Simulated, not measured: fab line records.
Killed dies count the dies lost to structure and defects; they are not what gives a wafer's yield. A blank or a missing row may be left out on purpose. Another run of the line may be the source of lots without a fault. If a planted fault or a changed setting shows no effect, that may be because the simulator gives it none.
Code-filled problem report in 8D (eight disciplines) form + flow n5 finfet + the parts of the form that need people (team, actions taken, sign-off) are left out

1. PROBLEM STATEMENT
killed_at_M4_up at N5_PASSIVATION_PROBE_49 reads a mean of 448 on 2 wafers of 2 lots; wafers without a fault read 15 with a standard deviation of 6.4. That puts it +68 standard deviations away from the usual mean.
First seen on wafer L796.4, day 15 14:43, on prober-01. At this step, 7 wafers from 3 lots have a number in the record. Rule for "out", or "out of limits": more than 4 standard deviations from the usual mean. All remaining wafers that have a number are taken as sound.

2. WHAT IT IS; WHAT IT IS NOT
| question                    | is                                                                                                                  | is not                                                                                                                     |
|-----------------------------|---------------------------------------------------------------------------------------------------------------------|----------------------------------------------------------------------------------------------------------------------------|
| which readings at this step | killed_at_M4_up, defect limited yield, killed dies, killed on rim, sort_bin_5_function, sort n pass, sort yield pct | killed_at_M0_to_M3, killed at contacts, killed at front end, killed at other, killed open, killed short, sort_bin_6_memory |
| which lots                  | L796, L797                                                                                                          | L794                                                                                                                       |
| which wafers of those lots  | L796.4, L797.4                                                                                                      | L796.6, L797.2                                                                                                             |
| read on which tools         | prober-01, prober-02                                                                                                | -                                                                                                                          |
| when                        | from day 15 14:43                                                                                                   | up to then (3 sound wafers); but 2 sound wafers of L796, L797 came after                                                   |

3. THE SUSPECTS, EACH WITH WHAT RULES IT OUT
Counting: if a tool at a process step up to the reading ran every lot that is out, it stays a suspect. Sound lots after the first of them don't rule it out here, since some wafers of a struck lot are sound.
- rie diel-03 at N5_BEOL_M7_VIA_ETCH_34 (etches SiCOH lowk in C4F6/O2, target depth 125.5 nm, time 50.5 s): kept. It ran every lot that is out, first L796 (day 11 21:59); its last sound lot up to then is L794 (day 11 11:20).
- rie diel-05 at N5_PASSIVATION_PASS_ETCH_74 (etches SiNx in CF4/O2, target depth 220 nm, time 110 s): kept. It ran every lot that is out, first L796 (day 15 07:15).
Left after counting: rie diel-03 at N5_BEOL_M7_VIA_ETCH_34, rie diel-05 at N5_PASSIVATION_PASS_ETCH_74.

4. THE CAUSE (what the simulator had put in)
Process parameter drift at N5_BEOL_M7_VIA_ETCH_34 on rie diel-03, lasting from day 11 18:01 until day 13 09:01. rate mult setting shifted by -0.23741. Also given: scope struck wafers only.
Counting leaves 2 suspects; this tool is one of them.

5. THE CHAIN OF EFFECTS, in route order
One row per reading whose mean, taken over the struck wafers that have a number, lies over 3 standard deviations from the usual. Only readings whose record carries a usual standard deviation are examined. hours: median over the lots of the time between each lot's start at the first step of this table that gives one and its start at this step. sigmas: the change, counted in usual standard deviations.
| hours | step                    | reading              | usual  | on struck wafers | change | sigmas |
|-------|-------------------------|----------------------|--------|------------------|--------|--------|
| 0     | N5_PASSIVATION_PROBE_49 | defect limited yield | 91.5 % | 55.5             | -36.0  | -24    |
| 0     | N5_PASSIVATION_PROBE_49 | killed_at_M4_up      | 15     | 448              | +432   | +68    |
| 0     | N5_PASSIVATION_PROBE_49 | killed dies          | 101    | 526              | +425   | +24    |
| 0     | N5_PASSIVATION_PROBE_49 | killed on rim        | 13     | 116              | +102   | +26    |
| 0     | N5_PASSIVATION_PROBE_49 | sort_bin_5_function  | 5.0 %  | 41.0             | +36.0  | +36    |
| 0     | N5_PASSIVATION_PROBE_49 | sort n pass          | 1079   | 654              | -425   | -24    |
| 0     | N5_PASSIVATION_PROBE_49 | sort yield pct       | 91.5 % | 55.5             | -36.0  | -24    |
Here are the process steps it includes:
- N5_PASSIVATION_PROBE_49

6. WHAT WOULD HAVE CAUGHT IT SOONER
In this record no reading fell out of limits until day 15 14:43, 93 hours after the fault had begun at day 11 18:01.
Tool readings at N5_BEOL_M7_VIA_ETCH_34 with a usual standard deviation given in the record: none out on any struck wafer, hence no alarm at a limit of 4 standard deviations on them.
By day 15 14:43, every lot that is out (2) had started N5_BEOL_M7_VIA_ETCH_34 on rie diel-03. Had the tool been put on hold then, not one of them would have been saved.
